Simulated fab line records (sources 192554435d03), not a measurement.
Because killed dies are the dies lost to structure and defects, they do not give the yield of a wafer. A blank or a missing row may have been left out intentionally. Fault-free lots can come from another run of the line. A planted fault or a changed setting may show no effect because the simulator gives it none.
fab line records | flow n5_finfet
[record] lots = 10 | wafers = 27 | last_day = 17
route steps=1938 shown BEOL_M2@930 BEOL_M3@966 BEOL_M4@1111 PASSIVATION@1936
lots that met no fault: taken from a fault-free run of the same line
start_h: hours from the record's opening day to when the first of the lot's shown wafers began | wait_h: hours from the lot's prior step to this one | " the same as in the row above | L1.1+2: a row that stands for several wafers | - no value present, or no start provided | * or withheld: withheld | < > ~ a bound
route shown NAME@n: names a module that has steps shown in the file, with the first one's number in the route | usual: mean and standard deviation over wafers with no fault | same: alike in all rows | chamber/n: place in a boat | sites: each site's reading | _std_site: the values' standard deviation | _edge_site: outer sites' mean less inner sites' | radius_mm: for every site, how far away it sits from the centre of the wafer | mask NAME#n: copy n | behind: tool/chamber where the wafer was last shaped | hold: reason for holding the lot/hours on hold/outcome of the hold | device: transistor that didn't switch, given as n, p or np | end of line: the same wafers' tests at the end of the route | step lacking rows: just its recipe | killed: count of dies lost to structure and defects at first sort (not the wafer's yield) | map: dies across one wafer; x = killed, . = not, _ = none there
set.NAME: the run value of the setting; set.NAME@STEP: its run value at that earlier step | model.NAME: the simulator's own value behind a step, which no gauge read
a sample of lots followed through the steps of the route, with each step as a table and each wafer as a row
services: when a tool's chamber went out of use (start_h, in hours from the record's first day, below 0 if earlier), for how many hours, and the reason
[[steps]]
[step N5_BEOL_M2_INSPECT_59]
[recipe] inspect_instrument = darkfield | mode = post_dep
[usual] raw_defect_count = 69/24
lot.wafer | tool              | chamber | start_h | wait_h | raw_defect_count
L819.1    | defect_inspect-02 | -       | 156.71  | 0.0    | 67
L819.2    | "                 | -       | "       | "      | 82
L819.3    | "                 | -       | "       | "      | 70
L821.2    | defect_inspect-01 | -       | 162.34  | 0.0    | 57
L821.3    | "                 | -       | "       | "      | 32
L821.5    | "                 | -       | "       | "      | 50
L824.2    | defect_inspect-02 | -       | 180.18  | 0.0    | 105
L824.3    | "                 | -       | "       | "      | 122
L824.4    | "                 | -       | "       | "      | 88
L825.1    | defect_inspect-01 | -       | 192.21  | 0.0    | 60
L825.2    | "                 | -       | "       | "      | 33
L828.4    | defect_inspect-01 | -       | 209.73  | 0.0    | 67
L828.5    | "                 | -       | "       | "      | 55
L828.6    | "                 | -       | "       | "      | 74
L831.1    | defect_inspect-02 | -       | 229.02  | 0.0    | 88
L831.2    | "                 | -       | "       | "      | 124
L831.6    | "                 | -       | "       | "      | 89
L835.1    | defect_inspect-02 | -       | 250.65  | 0.0    | 98
L835.2    | "                 | -       | "       | "      | 91
L835.6    | "                 | -       | "       | "      | 88
L836.3    | defect_inspect-01 | -       | 254.10  | 0.0    | 42
L836.4    | "                 | -       | "       | "      | 42
L839.1    | defect_inspect-02 | -       | 273.94  | 0.0    | 66
L839.5    | "                 | -       | "       | "      | 62
L840.2    | defect_inspect-01 | -       | 278.37  | 0.0    | 59
L840.3    | "                 | -       | "       | "      | 45
L840.6    | "                 | -       | "       | "      | 44
[step N5_BEOL_M3_CD_MEAS_28]
[recipe] target_cd_nm = 25.7 | landing_energy_ev = 500 | detector = se_inlens | target_cd_y_nm = 23.3 | polarity = opening
[usual] cd_nm = 25.69/0.22
lot.wafer | tool      | chamber | start_h | wait_h | cd_nm
L819.1    | cd_sem-02 | 0       | 160.10  | -      | 26.04
L819.2    | "         | 0       | "       | "      | 25.49
L819.3    | "         | 0       | "       | "      | 25.69
L821.2    | cd_sem-02 | 0       | 164.83  | -      | 25.85
L821.3    | "         | 0       | "       | "      | 25.83
L821.5    | "         | 0       | "       | "      | 25.94
L824.2    | cd_sem-01 | 0       | 182.12  | -      | 26.01
L824.3    | "         | 0       | "       | "      | 25.69
L824.4    | "         | 0       | "       | "      | 25.86
L825.1    | cd_sem-02 | 0       | 193.85  | -      | 25.61
L825.2    | "         | 0       | "       | "      | 25.55
L828.4    | cd_sem-03 | 0       | 212.88  | -      | 25.65
L828.5    | "         | 0       | "       | "      | 25.68
L828.6    | "         | 0       | "       | "      | 26.24
L831.1    | cd_sem-03 | 0       | 230.87  | -      | 25.44
L831.2    | "         | 0       | "       | "      | 25.75
L831.6    | "         | 0       | "       | "      | 25.72
L835.1    | cd_sem-01 | 0       | 252.66  | -      | 25.46
L835.2    | "         | 0       | "       | "      | 26.04
L835.6    | "         | 0       | "       | "      | 25.33
L836.3    | cd_sem-02 | 0       | 256.52  | -      | 25.70
L836.4    | "         | 0       | "       | "      | 25.70
L839.1    | cd_sem-03 | 0       | 278.01  | -      | 25.47
L839.5    | "         | 0       | "       | "      | 26.14
L840.2    | cd_sem-02 | 0       | 281.89  | -      | 25.53
L840.3    | "         | 0       | "       | "      | 25.63
L840.6    | "         | 0       | "       | "      | 25.68
[step N5_BEOL_M3_ETCH_70]
[recipe] chemistry = N2/H2 | target = SOC | target_depth_a = 800 | overetch_a = 160 | mask_material = SiARC | temp_c = 40 | time_s = 120 | ion_energy_ev = 200 | pressure_mtorr = 30 | source_w = 840 | bias_w = 150 | n2_flow_sccm = 200 | h2_flow_sccm = 200
[usual] bias_w = 150.0/0.44 | drypump_motor_current_A = 5.7/0.38 | h2_flow_sccm = 200.0/0.6 | oes_product_au = 0.62/0.05 | rf_fwd_power_W = 834.6/2.8 | rf_vpp_V = 524.5/2.8 | showerhead_plenum_p_Torr = 2.56/0.099 | throttle_valve_pct = 17.75/0.26
lot.wafer | tool        | chamber | start_h | wait_h | bias_w | drypump_motor_current_A | h2_flow_sccm | oes_product_au | rf_fwd_power_W | rf_hours_counter_h | rf_vpp_V | showerhead_plenum_p_Torr | throttle_valve_pct
L821.2    | rie_diel-02 | 0       | 169.83  | 0.0    | 150.5  | 5.1                     | 199.6        | 0.57           | 837.7          | 153                | 526.4    | 2.65                     | 17.99
L821.3    | "           | 3       | "       | "      | 150.7  | 5.8                     | 199.4        | 0.64           | 834.4          | 69                 | 526.1    | 2.68                     | 17.22
L821.5    | "           | 0       | "       | "      | 150.7  | 5.1                     | 199.5        | 0.57           | 832.9          | -                  | 527.5    | 2.65                     | 17.99
L819.1    | rie_diel-04 | 1       | 170.49  | 0.0    | 150.6  | 5.6                     | 200.7        | 0.54           | 834.2          | 207                | 524.1    | 2.50                     | 17.76
L819.2    | "           | 3       | "       | "      | 149.7  | 6.0                     | 200.5        | 0.69           | 836.1          | 20                 | 525.5    | 2.58                     | 17.80
L819.3    | "           | 2       | "       | "      | 149.5  | 5.4                     | 200.0        | 0.63           | 836.2          | 90                 | 521.8    | 2.45                     | 17.91
L824.2    | rie_diel-06 | 3       | 183.72  | 0.0    | 149.8  | 5.6                     | 200.9        | 0.58           | 838.1          | 161                | 527.7    | 2.64                     | 17.71
L824.3    | "           | 0       | "       | "      | 149.9  | 5.6                     | 200.4        | 0.56           | 830.3          | 198                | 521.2    | 2.41                     | 17.87
L824.4    | "           | 2       | "       | "      | 150.1  | 6.0                     | 200.2        | 0.64           | 833.8          | -                  | 526.8    | 2.66                     | 17.47
L825.1    | rie_diel-04 | 0       | 194.34  | 0.0    | 151.0  | 5.6                     | 200.7        | 0.70           | 832.9          | 17                 | 521.8    | 2.49                     | 17.45
L825.2    | "           | 1       | "       | "      | 150.4  | 5.6                     | 200.4        | 0.54           | 833.9          | 214                | 522.8    | 2.50                     | 17.77
L828.4    | rie_diel-06 | 2       | 215.19  | 0.0    | 149.8  | 6.1                     | 200.9        | 0.63           | 838.6          | 91                 | 528.9    | 2.66                     | 17.50
L828.5    | "           | 0       | "       | "      | 150.3  | 5.6                     | 200.2        | 0.55           | 832.2          | -                  | 520.0    | 2.41                     | 17.91
L828.6    | "           | 3       | "       | "      | 149.8  | 5.6                     | 199.9        | 0.58           | 840.7          | -                  | 525.8    | 2.64                     | 17.73
L831.1    | rie_diel-06 | 1       | 231.29  | 0.0    | 150.0  | 6.2                     | 200.3        | 0.65           | 835.2          | 64                 | 521.0    | 2.49                     | 17.57
L831.2    | "           | 3       | "       | "      | 201.9  | 5.6                     | 200.1        | 0.58           | 837.5          | 177                | 633.2    | 2.64                     | 17.76
L831.6    | "           | 0       | "       | "      | 150.0  | 5.6                     | 199.9        | 0.55           | 835.0          | -                  | 521.0    | 2.41                     | 17.90
L836.3    | rie_diel-04 | 2       | 261.36  | 0.0    | 149.5  | 5.3                     | 199.6        | 0.60           | 833.7          | 118                | 520.4    | 2.44                     | 17.97
L836.4    | "           | 1       | "       | "      | 149.7  | 5.6                     | 200.4        | 0.53           | 835.3          | 234                | 524.0    | 2.49                     | 17.81
L835.1    | rie_diel-02 | 1       | 261.83  | 0.0    | 150.4  | 5.6                     | 199.9        | 0.65           | 832.1          | 72                 | 527.0    | 2.70                     | 17.73
L835.2    | "           | 2       | "       | "      | 150.7  | 6.5                     | 198.6        | 0.59           | 834.3          | 109                | 522.1    | 2.46                     | 18.19
L835.6    | "           | 2       | "       | "      | 150.7  | 6.5                     | 199.6        | 0.59           | 835.0          | -                  | 521.2    | 2.46                     | 18.20
L839.1    | rie_diel-02 | 3       | 279.76  | 0.0    | 150.0  | 5.9                     | 201.0        | 0.61           | 831.9          | 93                 | 527.0    | 2.67                     | 17.25
L839.5    | "           | 0       | "       | "      | 149.4  | 5.1                     | 200.9        | 0.55           | 836.6          | -                  | 528.1    | 2.64                     | 18.04
L840.2    | rie_diel-04 | 3       | 282.49  | 0.0    | 150.1  | 6.0                     | 200.4        | 0.65           | 833.4          | 55                 | 525.4    | 2.56                     | 17.85
L840.3    | "           | 2       | "       | "      | 149.5  | 5.4                     | 199.5        | 0.61           | 837.7          | 124                | 519.8    | 2.43                     | 17.94
L840.6    | "           | 2       | "       | "      | 150.0  | 5.4                     | 199.2        | 0.61           | 832.5          | -                  | 520.8    | 2.43                     | 17.96
[step N5_BEOL_M3_STRIP_97]
[recipe] chemistry = N2/H2 | time_s = 10 | power_w = 450 | temp_c = 40 | pressure_mtorr = 20 | rf_frequency_hz = 6e+07 | bias_power_w = 7 | n2_flow_sccm = 200 | h2_flow_sccm = 200
[usual] drypump_motor_current_A = 5.7/0.38 | h2_flow_sccm = 200.0/0.64 | oes_product_au = 0.81/0.066 | rf_vpp_V = 59.3/0.84 | showerhead_plenum_p_Torr = 2.56/0.099 | throttle_valve_pct = 23.6/0.32
lot.wafer | tool        | chamber | start_h | wait_h | drypump_motor_current_A | h2_flow_sccm | oes_product_au | rf_hours_counter_h | rf_vpp_V | showerhead_plenum_p_Torr | throttle_valve_pct
L821.2    | rie_diel-02 | 0       | -       | -      | 5.1                     | 200.4        | 0.76           | 153                | 58.2     | 2.65                     | 23.8
L821.3    | "           | 3       | "       | "      | 5.8                     | 200.4        | 0.83           | 69                 | 59.8     | 2.67                     | 22.9
L821.5    | "           | 0       | "       | "      | 5.1                     | 200.4        | 0.76           | -                  | 59.8     | 2.65                     | 23.8
L819.1    | rie_diel-04 | 1       | -       | -      | 5.6                     | 200.6        | 0.71           | 208                | 59.0     | 2.49                     | 23.5
L819.2    | "           | 3       | "       | "      | 6.0                     | 200.1        | 0.90           | 20                 | 58.7     | 2.58                     | 23.7
L819.3    | "           | 2       | "       | "      | 5.4                     | 201.3        | 0.82           | 90                 | 58.3     | 2.44                     | 23.8
L824.2    | rie_diel-06 | 3       | -       | -      | 5.6                     | 199.1        | 0.75           | 162                | 60.1     | 2.64                     | 23.4
L824.3    | "           | 0       | "       | "      | 5.6                     | 199.3        | 0.72           | 198                | 60.3     | 2.41                     | 23.6
L824.4    | "           | 2       | "       | "      | 6.0                     | 199.8        | 0.82           | -                  | 59.8     | 2.66                     | 23.3
L825.1    | rie_diel-04 | 0       | -       | -      | 5.7                     | 199.3        | 0.92           | 17                 | 57.2     | 2.49                     | 23.2
L825.2    | "           | 1       | "       | "      | 5.5                     | 200.7        | 0.70           | 215                | 59.4     | 2.49                     | 23.5
L828.4    | rie_diel-06 | 2       | -       | -      | 6.0                     | 200.5        | 0.82           | 91                 | 59.8     | 2.65                     | 23.3
L828.5    | "           | 0       | "       | "      | 5.6                     | 200.2        | 0.70           | -                  | 58.4     | 2.41                     | 23.7
L828.6    | "           | 3       | "       | "      | 5.6                     | 200.3        | 0.75           | -                  | 59.0     | 2.63                     | 23.4
L831.1    | rie_diel-06 | 1       | -       | -      | 6.2                     | 200.2        | 0.83           | 64                 | 58.9     | 2.49                     | 23.4
L831.2    | "           | 3       | "       | "      | 5.6                     | 199.6        | 0.73           | 177                | 59.1     | 2.63                     | 23.4
L831.6    | "           | 0       | "       | "      | 5.6                     | 199.1        | 0.71           | -                  | 59.6     | 2.40                     | 23.7
L836.3    | rie_diel-04 | 2       | -       | -      | 5.4                     | 200.3        | 0.79           | 118                | 59.9     | 2.43                     | 23.8
L836.4    | "           | 1       | "       | "      | 5.6                     | 200.3        | 0.69           | 234                | 59.2     | 2.48                     | 23.5
L835.1    | rie_diel-02 | 1       | -       | -      | 5.6                     | 200.6        | 0.87           | 72                 | 59.5     | 2.70                     | 23.8
L835.2    | "           | 2       | "       | "      | 6.5                     | 201.3        | 0.76           | 109                | 57.8     | 2.45                     | 24.1
L835.6    | "           | 2       | "       | "      | 6.5                     | 199.6        | 0.78           | -                  | 58.1     | 2.45                     | 24.1
L839.1    | rie_diel-02 | 3       | -       | -      | 5.8                     | 198.5        | 0.81           | 93                 | 60.7     | 2.66                     | 22.9
L839.5    | "           | 0       | "       | "      | 5.1                     | 199.2        | 0.74           | -                  | 59.3     | 2.63                     | 23.9
L840.2    | rie_diel-04 | 3       | -       | -      | 6.0                     | 199.0        | 0.84           | 55                 | 59.5     | 2.56                     | 23.8
L840.3    | "           | 2       | "       | "      | 5.4                     | 200.1        | 0.78           | 124                | 58.8     | 2.43                     | 23.8
L840.6    | "           | 2       | "       | "      | 5.4                     | 200.8        | 0.78           | -                  | 60.4     | 2.43                     | 23.8
[step N5_BEOL_M4_RC_MEAS_101]
[usual] DIBL_N = 37.1/1.9 | DIBL_P = 37.2/2.3 | IOFF_N = 0.18/0.04 | IOFF_P = 0.23/0.044 | ION_N = 682/11 | ION_P = 468/8.6 | SS_N = 71.9/0.68 | SS_P = 73.5/0.74 | VT_N = 248/3.4 | VT_P = -248/3.4
lot.wafer | tool      | chamber | start_h | wait_h | DIBL_N[mV/V] | DIBL_P[mV/V] | IOFF_N[nA/um] | IOFF_P[nA/um] | ION_N[uA/um] | ION_P[uA/um] | SS_N[mV/dec] | SS_P[mV/dec] | VT_N[mV] | VT_P[mV]
L821.2    | prober-01 | 0       | 190.67  | 0.2    | 36.9         | 36.5         | 0.16          | 0.24          | 675          | 468          | 72.0         | 73.9         | 249      | -244
L821.3    | "         | 0       | "       | "      | 37.0         | 37.8         | 0.17          | 0.28          | 681          | 473          | 72.5         | 74.3         | 250      | -245
L821.5    | "         | 0       | "       | "      | 34.1         | 34.2         | 0.12          | 0.20          | 673          | 469          | 70.9         | 72.2         | 253      | -248
L819.1    | prober-02 | 0       | 191.06  | 0.2    | 33.6         | 34.6         | 0.13          | 0.19          | 662          | 461          | 71.1         | 73.4         | 254      | -249
L819.2    | "         | 0       | "       | "      | 35.1         | 36.4         | 0.16          | 0.22          | 683          | 468          | 71.5         | 74.3         | 251      | -245
L819.3    | "         | 0       | "       | "      | 34.7         | 36.5         | 0.15          | 0.22          | 676          | 475          | 71.6         | 73.2         | 252      | -249
L824.2    | prober-02 | 0       | 198.42  | 0.2    | 32.9         | 33.4         | 0.11          | 0.16          | 660          | 455          | 70.7         | 72.0         | 254      | -254
L824.3    | "         | 0       | "       | "      | 35.6         | 35.8         | 0.16          | 0.19          | 679          | 461          | 71.8         | 72.5         | 248      | -252
L824.4    | "         | 0       | "       | "      | 34.9         | 34.8         | 0.15          | 0.17          | 670          | 460          | 72.0         | 72.5         | 249      | -254
L825.1    | prober-01 | 0       | 212.68  | 0.0    | 35.0         | 34.4         | 0.14          | 0.19          | 672          | 466          | 71.7         | 72.6         | 250      | -251
L825.2    | "         | 0       | "       | "      | 37.0         | 37.8         | 0.20          | 0.26          | 694          | 481          | 71.6         | 73.7         | 244      | -244
L828.4    | prober-02 | 0       | 235.29  | 0.5    | 38.6         | 40.8         | 0.19          | 0.26          | 694          | 468          | 72.2         | 74.1         | 248      | -250
L828.5    | "         | 0       | "       | "      | 39.9         | 42.4         | 0.22          | 0.29          | 702          | 486          | 71.9         | 75.0         | 246      | -244
L828.6    | "         | 0       | "       | "      | 34.0         | 34.9         | 0.12          | 0.18          | 671          | 468          | 70.4         | 72.1         | 254      | -251
L831.1    | prober-02 | 0       | 246.10  | 0.0    | 38.3         | 39.1         | 0.22          | 0.28          | 692          | 470          | 72.2         | 73.0         | 246      | -246
L831.2    | "         | 0       | "       | "      | 37.2         | 36.0         | 0.18          | 0.21          | 667          | 453          | 73.5         | 73.0         | 251      | -252
L831.6    | "         | 0       | "       | "      | 37.1         | 35.7         | 0.19          | 0.21          | 663          | 458          | 72.6         | 73.1         | 248      | -251
L836.3    | prober-01 | 0       | 276.53  | 0.3    | 36.9         | 35.7         | 0.17          | 0.18          | 666          | 444          | 73.2         | 73.4         | 250      | -256
L836.4    | "         | 0       | "       | "      | 37.8         | 35.7         | 0.19          | 0.19          | 670          | 452          | 73.0         | 73.2         | 251      | -253
L835.1    | prober-01 | 0       | 280.75  | 0.0    | 38.3         | 37.5         | 0.19          | 0.26          | 698          | 484          | 71.2         | 74.0         | 245      | -244
L835.2    | "         | 0       | "       | "      | 40.2         | 38.8         | 0.24          | 0.30          | 688          | 465          | 72.5         | 74.3         | 244      | -245
L835.6    | "         | 0       | "       | "      | 40.9         | 40.6         | 0.25          | 0.33          | 693          | 476          | 72.6         | 73.9         | 244      | -244
L839.1    | prober-01 | 0       | 294.81  | 0.0    | 36.3         | 37.3         | 0.19          | 0.26          | 689          | 471          | 72.2         | 73.4         | 246      | -245
L839.5    | "         | 0       | "       | "      | 32.8         | 33.6         | 0.13          | 0.20          | 652          | 457          | 71.2         | 71.7         | 253      | -250
L840.2    | prober-02 | 0       | 297.97  | 0.2    | 36.4         | 36.7         | 0.17          | 0.21          | 672          | 459          | 71.2         | 73.0         | 248      | -252
L840.3    | "         | 0       | "       | "      | 36.8         | 36.7         | 0.17          | 0.22          | 671          | 454          | 72.2         | 73.5         | 248      | -250
L840.6    | "         | 0       | "       | "      | 37.0         | 37.2         | 0.18          | 0.23          | 675          | 460          | 71.9         | 73.8         | 247      | -250
[step N5_PASSIVATION_PROBE_49]
[usual] defect_limited_yield = 91.5/1.4 | killed_at_M0_to_M3 = 32/9.7 | killed_at_M4_up = 14/5.3 | killed_at_contacts = 11/6 | killed_at_front_end = 39/14 | killed_at_other = 3.3/2.7 | killed_dies = 100/17 | killed_open = 66/13 | killed_short = 32/7.4 | sort_bin_4_leakage = 0.02/0.16 | sort_bin_5_function = 4.9/0.9 | sort_bin_6_memory = 3.2/0.72 | sort_bin_8_speed = 0.00/0.0071 | sort_n_pass = 1080/17 | sort_yield_pct = 91.5/1.4
[same] gross_dies = 1180 | killed_at_back_side = 0
lot.wafer | tool      | chamber | start_h | wait_h | defect_limited_yield[%] | killed_at_M0_to_M3 | killed_at_M4_up | killed_at_contacts | killed_at_front_end | killed_at_other | killed_dies | killed_open | killed_short | sort_bin_4_leakage[%] | sort_bin_5_function[%] | sort_bin_6_memory[%] | sort_bin_8_speed[%] | sort_n_pass | sort_yield_pct[%]
L828.4    | prober-01 | -       | 341.66  | 0.2    | 93.0                    | 31                 | 8               | 12                 | 30                  | 2               | 83          | 57          | 24           | 0                     | 4.0                    | 2.7                  | 0                   | 1097        | 93.0
L828.5    | prober-01 | -       | 341.71  | 0.2    | 91.4                    | 34                 | 15              | 10                 | 38                  | 5               | 102         | 65          | 37           | 0                     | 5.8                    | 2.8                  | 0                   | 1078        | 91.4
L828.6    | prober-01 | -       | 341.76  | 0.3    | 91.7                    | 36                 | 14              | 14                 | 31                  | 3               | 98          | 60          | 35           | 0                     | 4.5                    | 3.6                  | 0                   | 1082        | 91.7
// killed by level:class
L828.4 MOL_CONTACT_COAG:geometric_particle:open=11 BEOL_M3:geometric_particle:open=9 STI_FIN_REVEAL:geometric_particle:open=6 FIN_SAQP:geometric_particle:short=5 BEOL_M0_SAQP:geometric_particle:short=5 BEOL_M0:geometric_particle:open=4 FIN_SAQP:geometric_particle:open=3 GATE_CUT:geometric_particle:short=3
L828.5 FIN_SAQP:geometric_particle:short=10 MOL_CONTACT_COAG:geometric_particle:open=10 BEOL_M4:geometric_particle:open=8 STI_FIN_REVEAL:geometric_particle:open=7 FIN_SAQP:geometric_particle:open=6 BEOL_M2:geometric_particle:open=6 BEOL_M3:geometric_particle:open=6 GATE_CUT:geometric_particle:short=5
L828.6 FIN_SAQP:geometric_particle:open=11 MOL_CONTACT_COAG:geometric_particle:open=11 BEOL_M0_SAQP:geometric_particle:short=9 BEOL_M2:geometric_particle:open=7 BEOL_M4:geometric_particle:open=7 FIN_SAQP:geometric_particle:short=6 BEOL_M1:geometric_particle:open=5 MOL_CONTACT_COAG:geometric_particle:short=3
[[services]]
tool        | chamber | start_h | hours | kind
rie_diel-04 | 3       | 146.43  | 9.5   | repair
rie_diel-06 | 1       | 181.26  | 7.0   | repair
rie_diel-06 | 2       | 187.71  | 4.6   | repair
rie_diel-02 | 3       | 240.22  | 32.8  | repair
rie_diel-04 | 1       | 279.44  | 3.4   | repair
[[key]]
[first_sign] step = N5_BEOL_M3_ETCH_70 | reading = bias_w | direction = up | sigmas = 99+ | usual = * | struck = *
[effect] step = N5_BEOL_M3_ETCH_70 | reading = rf_vpp_V | direction = up | sigmas = 38 | usual = 524.5 | struck = 633.2
met_at N5_BEOL_M3_ETCH_70
struck_lots L831
struck_wafers L831.2
not_acting_at N5_BEOL_M2_INSPECT_59,N5_BEOL_M3_CD_MEAS_28,N5_BEOL_M3_STRIP_97
onset_between 215.19 231.29
[fault] kind = process_parameter_drift | tool = rie_diel-06 | chamber = 3 | onset_h = 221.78 | steps = N5_BEOL_M3_ETCH_70 | channel = bias_w | offset = * | shape = step | end_h = 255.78 | acts_in = * | stated = *
